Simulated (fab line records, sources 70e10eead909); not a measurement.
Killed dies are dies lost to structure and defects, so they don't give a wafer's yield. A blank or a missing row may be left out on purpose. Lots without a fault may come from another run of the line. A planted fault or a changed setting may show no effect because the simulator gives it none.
Which tool did it? | flow nand_harc | 11 lots, 33 wafers sampled, at 4 steps of a route of 1159

WHAT THE GAUGES READ, wafer by wafer
NHARC_END_WLT_00.
lot  | measured     | on        | VT_DECK1_BOTTOM
L228 | day 19 13:32 | prober-01 | 0.878 0.880 0.881
L230 | day 19 21:47 | prober-01 | 0.864 0.872 0.874
L231 | day 20 06:04 | prober-01 | 0.871 0.869 0.856
L233 | day 21 06:39 | prober-02 | 0.873 0.877 0.871
L234 | day 21 06:08 | prober-01 | 0.859 0.867 0.857
L236 | day 21 14:23 | prober-01 | 0.867 0.867 0.873
L235 | day 21 14:26 | prober-02 | 0.871 0.876 0.878
L238 | day 21 23:21 | prober-01 | 0.860 0.854 0.867
L241 | day 22 14:22 | prober-01 | 0.865 0.862 0.871
L249 | day 24 14:17 | prober-02 | 0.874 0.856 0.869
L248 | day 24 16:47 | prober-01 | 0.871 0.876 0.885

WHICH TOOL RAN EACH LOT (tool, then ch and the chambers of the sampled wafers, then the start)
lot  | NHARC_THIN_TSV_DEP_47           | NHARC_THIN_TSV_ETCH_59            | NHARC_THIN_TSV_ETCH_36
L228 | pecvd-03 ch 0,1,2, day 19 01:52 | rie_metal-01 ch 0,1, day 19 06:05 | rie_metal-01 ch 0,1, day 19 06:21
L230 | pecvd-01 ch 0,1, day 19 02:34   | rie_metal-02 ch 0,1, day 19 06:47 | rie_metal-02 ch 0,1, day 19 07:02
L231 | pecvd-01 ch 0,2, day 19 18:24   | rie_metal-02 ch 0,1, day 19 23:13 | rie_metal-02 ch 0,1, day 19 23:26
L233 | pecvd-01 ch 1,2, day 20 20:04   | rie_metal-01 ch 0,1, day 21 00:28 | rie_metal-01 ch 0,1, day 21 00:41
L234 | pecvd-01 ch 1,2, day 20 21:26   | rie_metal-02 ch 0,1, day 21 01:47 | rie_metal-02 ch 0,1, day 21 02:01
L236 | pecvd-01 ch 0,1,2, day 20 22:32 | rie_metal-03 ch 0,1, day 21 02:58 | rie_metal-03 ch 0,1, day 21 03:13
L235 | pecvd-02 ch 0,2, day 20 23:43   | rie_metal-01 ch 0, day 21 04:04   | rie_metal-01 ch 1, day 21 04:19
L238 | pecvd-03 ch 0,1,2, day 21 14:29 | rie_metal-03 ch 0,1, day 21 19:04 | rie_metal-03 ch 1, day 21 19:19
L241 | pecvd-03 ch 0,1, day 21 23:58   | rie_metal-03 ch 1, day 22 04:46   | rie_metal-03 ch 0,1, day 22 05:02
L249 | pecvd-02 ch 0,1,2, day 24 03:16 | rie_metal-01 ch 0,1, day 24 07:37 | rie_metal-01 ch 0,1, day 24 07:53
L248 | pecvd-03 ch 0,1,2, day 24 04:33 | rie_metal-01 ch 0,1, day 24 08:52 | rie_metal-01 ch 0,1, day 24 09:04
- NHARC_THIN_TSV_DEP_47: deposits SiO2, target thk 200 nm.
- NHARC_THIN_TSV_ETCH_59: etches the open film in Cl2/BCl3, target depth 880 nm, time 138.1 s.
- NHARC_THIN_TSV_ETCH_36: etches the open film in Cl2/BCl3, target depth 65 nm, time 18.571 s.

THE ANSWER, worked out from the rows above alone
Rule: what is usual is taken from the lots themselves. Put in order of their means at a reading, lots are off if they are a third of the lots or fewer, leave a main group of 4 or more, and stand apart from it by a gap of 3 or more times the standard deviation of the main group's means; of several such gaps the widest counts. A main group whose means are all the same, to the digits that the tables above print for the reading, isn't used. A lot without any number at a reading at which 4 lots or more have one is off too. The other lots that the step has rows for count as sound.
No lot is off at any reading shown: from this, nothing can be told.

WHAT THE SIMULATOR HAD PUT IN
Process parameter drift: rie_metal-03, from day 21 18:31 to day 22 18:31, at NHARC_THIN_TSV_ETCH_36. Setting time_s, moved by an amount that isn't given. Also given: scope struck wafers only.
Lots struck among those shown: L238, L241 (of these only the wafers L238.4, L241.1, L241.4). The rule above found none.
